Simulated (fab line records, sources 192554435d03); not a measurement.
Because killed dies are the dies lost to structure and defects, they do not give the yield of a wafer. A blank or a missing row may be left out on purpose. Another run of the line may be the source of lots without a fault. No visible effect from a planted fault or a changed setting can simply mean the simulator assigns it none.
Chamber matching :: flow n5 finfet :: N5_ILD0_CMP_07 on cmp-03 has 4 sister chambers
The step polishes SiO2 flowable, stops on poly-Si, t overpolish 1.18 s, target thk 138.88 nm. 14 wafers are shown with their chamber, then 7 later ones without.

## WAFERS PAIRED WITH THEIR CHAMBERS
wafer: L080.2
chamber: 2
motor current A (A): 11.5
slurry filter dp kPa (kPa): 13.33

wafer: L080.3
chamber: 3
motor current A (A): 14.7
slurry filter dp kPa (kPa): 13.59

wafer: L080.6
chamber: 3
motor current A (A): 14.1
slurry filter dp kPa (kPa): 13.68

wafer: L082.2
chamber: 1
motor current A (A): 12.3
slurry filter dp kPa (kPa): 13.51

wafer: L082.4
chamber: 3
motor current A (A): 15.2
slurry filter dp kPa (kPa): 13.28

wafer: L082.5
chamber: 1
motor current A (A): 12.2
slurry filter dp kPa (kPa): 13.55

wafer: L084.2
chamber: 3
motor current A (A): 14.8
slurry filter dp kPa (kPa): 13.51

wafer: L084.3
chamber: 1
motor current A (A): 12.2
slurry filter dp kPa (kPa): 13.56

wafer: L084.4
chamber: 0
motor current A (A): 11.5
slurry filter dp kPa (kPa): 13.48

wafer: L086.4
chamber: 2
motor current A (A): 11.5
slurry filter dp kPa (kPa): 13.73

wafer: L086.5
chamber: 1
motor current A (A): 13.1
slurry filter dp kPa (kPa): 13.42

wafer: L086.6
chamber: 0
motor current A (A): 11.7
slurry filter dp kPa (kPa): 13.74

wafer: L089.3
chamber: 1
motor current A (A): 11.9
slurry filter dp kPa (kPa): 13.65

wafer: L089.4
chamber: 3
motor current A (A): 14.4
slurry filter dp kPa (kPa): 13.22

SIGNATURES (means of the wafers above)
reading: motor current A
chamber 0: 11.600
chamber 1: 12.340
chamber 2: 11.500
chamber 3: 14.640
scatter within a chamber: 0.39

reading: slurry filter dp kPa
chamber 0: 13.6100
chamber 1: 13.5380
chamber 2: 13.5300
chamber 3: 13.4560
scatter within a chamber: 0.173
Rule: for a wafer and a chamber, the distance is found by dividing, reading by reading, the gap between the wafer's reading and the chamber's mean by the reading's scatter, squaring, summing and taking the root. The wafer belongs to the nearest chamber; if the next one is less than 2 further off, it can't be placed. The scatter: take each reading less its chamber's mean, square it, sum over the shown wafers, divide by the number of wafers less the number of chambers, and take the root.

## WAFERS WHOSE CHAMBER IS MISSING
wafer: L089.5
motor current A (A): 14.7
slurry filter dp kPa (kPa): 13.53

wafer: L094.1
motor current A (A): 14.7
slurry filter dp kPa (kPa): 13.21

wafer: L094.2
motor current A (A): 12.5
slurry filter dp kPa (kPa): 13.61

wafer: L094.3
motor current A (A): 11.9
slurry filter dp kPa (kPa): 13.48

wafer: L097.1
motor current A (A): 11.8
slurry filter dp kPa (kPa): 13.41

wafer: L097.3
motor current A (A): 14.8
slurry filter dp kPa (kPa): 13.48

wafer: L097.6
motor current A (A): 14.6
slurry filter dp kPa (kPa): 13.64

## WHICH CHAMBER EACH WENT THROUGH
wafer: L089.5
from the rows above: 3
in truth: 3

wafer: L094.1
from the rows above: 3
in truth: 3

wafer: L094.2
from the rows above: can't be placed: 1 or 0
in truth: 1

wafer: L094.3
from the rows above: can't be placed: 2 or 0 or 1
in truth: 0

wafer: L097.1
from the rows above: can't be placed: 2 or 0 or 1
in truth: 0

wafer: L097.3
from the rows above: 3
in truth: 3

wafer: L097.6
from the rows above: 3
in truth: 3
Correctly placed: 4 of 7. Unplaceable from these rows: 3, with the true chamber sitting among the candidates in 3. Placed wrongly: 0.
